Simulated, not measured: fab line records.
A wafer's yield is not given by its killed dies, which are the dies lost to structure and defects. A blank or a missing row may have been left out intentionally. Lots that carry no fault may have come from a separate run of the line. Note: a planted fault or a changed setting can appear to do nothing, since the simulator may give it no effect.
Commonality check across tools | flow nand harc | 11 lots, 33 wafers sampled

== THE REASON FOR OPENING IT ==
Flagged at NHARC_THIN_TSV_INSPECT_40: reading raw defect count, on 2 of 11 lots. No-fault wafers: 473, standard deviation 75.
Rule: a lot gets a flag if all its wafers with a number sit over 4 standard deviations from that mean, or if no wafer of it has a number. All remaining lots are regarded as sound.

lot  | measured     | on                | raw defect count, wafer by wafer | flag
L631 | day 19 09:32 | defect inspect-02 | 427 358 425                      |
L630 | day 19 09:32 | defect inspect-01 | 527 487 500                      |
L633 | day 19 19:34 | defect inspect-01 | 507 442 421                      |
L634 | day 19 19:34 | defect inspect-02 | 417 502 458                      |
L637 | day 20 22:18 | defect inspect-02 | 1231 1057 1118                   | FLAGGED
L642 | day 22 06:59 | defect inspect-02 | 1314 1205 1291                   | FLAGGED
L644 | day 22 07:01 | defect inspect-02 | 584 568 510                      |
L646 | day 22 23:47 | defect inspect-01 | 358 419 367                      |
L645 | day 22 23:48 | defect inspect-02 | 451 485 376                      |
L650 | day 24 09:14 | defect inspect-01 | 329 453 559                      |
L653 | day 25 20:37 | defect inspect-02 | 415 427 493                      |
Average over the flagged lots: 1203; offset from the usual +730, equal to +10 standard deviations.

== WHICH TOOL RAN EACH LOT ==
The record holds 4 process steps before the reading, out of a route of 1159 steps. Each cell gives the tool, then ch followed by the chambers the sampled wafers passed through, then the start.
lot  | flag    | NHARC_THIN_TSV_DEGAS_49      | NHARC_THIN_TSV_DEGAS_53      | NHARC_THIN_TSV_PVD_24        | NHARC_THIN_TSV_ETCH_59
L631 |         | pvd sputter-03, day 18 21:46 | pvd sputter-02, day 18 23:46 | pvd sputter-02, day 19 00:03 | rie metal-02 ch 0, day 19 01:04
L630 |         | pvd sputter-01, day 19 02:57 | pvd sputter-02, day 19 04:56 | pvd sputter-02, day 19 05:25 | rie metal-03 ch 0,1, day 19 06:22
L633 |         | pvd sputter-03, day 19 09:54 | pvd sputter-02, day 19 11:52 | pvd sputter-02, day 19 12:13 | rie metal-02 ch 0, day 19 13:12
L634 |         | pvd sputter-03, day 19 11:05 | pvd sputter-03, day 19 13:06 | pvd sputter-03, day 19 13:23 | rie metal-03 ch 0,1, day 19 14:23
L637 | FLAGGED | pvd sputter-02, day 20 14:32 | pvd sputter-01, day 20 16:33 | pvd sputter-01, day 20 16:50 | rie metal-03 ch 1, day 20 17:58
L642 | FLAGGED | pvd sputter-02, day 21 20:20 | pvd sputter-01, day 21 22:25 | pvd sputter-01, day 21 22:42 | rie metal-02 ch 0,1, day 21 23:44
L644 |         | pvd sputter-02, day 21 22:30 | pvd sputter-02, day 22 00:30 | pvd sputter-02, day 22 00:55 | rie metal-02 ch 0,1, day 22 01:58
L646 |         | pvd sputter-03, day 22 14:51 | pvd sputter-02, day 22 16:52 | pvd sputter-02, day 22 17:10 | rie metal-01 ch 0, day 22 18:10
L645 |         | pvd sputter-02, day 22 15:43 | pvd sputter-02, day 22 17:48 | pvd sputter-02, day 22 18:20 | rie metal-03 ch 0,1, day 22 19:17
L650 |         | pvd sputter-02, day 24 00:18 | pvd sputter-02, day 24 02:17 | pvd sputter-02, day 24 02:38 | rie metal-01 ch 0,1, day 24 03:39
L653 |         | pvd sputter-03, day 25 12:53 | pvd sputter-03, day 25 14:53 | pvd sputter-03, day 25 15:11 | rie metal-02 ch 0,1, day 25 16:23
What is done by these steps:
- NHARC_THIN_TSV_DEGAS_49: time 120 s.
- NHARC_THIN_TSV_DEGAS_53: time 60 s.
- NHARC_THIN_TSV_PVD_24: deposits Al, target thk 800 nm.
- NHARC_THIN_TSV_ETCH_59: etches the open film in Cl2/BCl3, target depth 880 nm, time 138.1 s.
- NHARC_THIN_TSV_INSPECT_40

== FLAGGED AGAINST TOTAL, ONE TOOL AT A TIME (gauges that did the reading follow at the end) ==
step                      | tool              | lots run | flagged | share of the flagged lots | sound lots run after its first flagged lot
NHARC_THIN_TSV_DEGAS_49   | pvd sputter-01    | 1        | 0       | none                      | -
NHARC_THIN_TSV_DEGAS_49   | pvd sputter-02    | 5        | 2       | all                       | 3 (L644,L645,L650)
NHARC_THIN_TSV_DEGAS_49   | pvd sputter-03    | 5        | 0       | none                      | -
NHARC_THIN_TSV_DEGAS_53   | pvd sputter-01    | 2        | 2       | all                       | 0
NHARC_THIN_TSV_DEGAS_53   | pvd sputter-02    | 7        | 0       | none                      | -
NHARC_THIN_TSV_DEGAS_53   | pvd sputter-03    | 2        | 0       | none                      | -
NHARC_THIN_TSV_PVD_24     | pvd sputter-01    | 2        | 2       | all                       | 0
NHARC_THIN_TSV_PVD_24     | pvd sputter-02    | 7        | 0       | none                      | -
NHARC_THIN_TSV_PVD_24     | pvd sputter-03    | 2        | 0       | none                      | -
NHARC_THIN_TSV_ETCH_59    | rie metal-01      | 2        | 0       | none                      | -
NHARC_THIN_TSV_ETCH_59    | rie metal-02      | 5        | 1       | some                      | 2 (L644,L653)
NHARC_THIN_TSV_ETCH_59    | rie metal-03      | 4        | 1       | some                      | 1 (L645)
NHARC_THIN_TSV_INSPECT_40 | defect inspect-01 | 4        | 0       | none                      | -
NHARC_THIN_TSV_INSPECT_40 | defect inspect-02 | 7        | 2       | all                       | 3 (L644,L645,L653)

== WHAT IS ALLOWED BY THE TABLE ==
4 rows of the table ran every flagged lot: pvd sputter-02 at NHARC_THIN_TSV_DEGAS_49, pvd sputter-01 at NHARC_THIN_TSV_DEGAS_53, pvd sputter-01 at NHARC_THIN_TSV_PVD_24, defect inspect-02 at NHARC_THIN_TSV_INSPECT_40.
- pvd sputter-02 at NHARC_THIN_TSV_DEGAS_49: 2 of its 5 lots flagged. Lots that were sound ran on it after the first flagged one (L644, L645, L650); a persistent fault on the entire tool would not allow that.
- pvd sputter-01 at NHARC_THIN_TSV_DEGAS_53: 2 of its 2 lots flagged. It ran no sound lot before its first flagged lot in this sample, so the start can't be narrowed down.
- pvd sputter-01 at NHARC_THIN_TSV_PVD_24: 2 of its 2 lots flagged. It ran no sound lot before its first flagged lot in this sample, so the start can't be narrowed down.
- defect inspect-02 at NHARC_THIN_TSV_INSPECT_40: 2 of its 7 lots flagged. Lots that were sound ran on it after the first flagged one (L644, L645, L653); a persistent fault on the entire tool would not allow that.
What remains is a single tool, pvd sputter-01 at NHARC_THIN_TSV_DEGAS_53 and NHARC_THIN_TSV_PVD_24.

== WHAT HAD BEEN PUT IN BY THE SIMULATOR ==
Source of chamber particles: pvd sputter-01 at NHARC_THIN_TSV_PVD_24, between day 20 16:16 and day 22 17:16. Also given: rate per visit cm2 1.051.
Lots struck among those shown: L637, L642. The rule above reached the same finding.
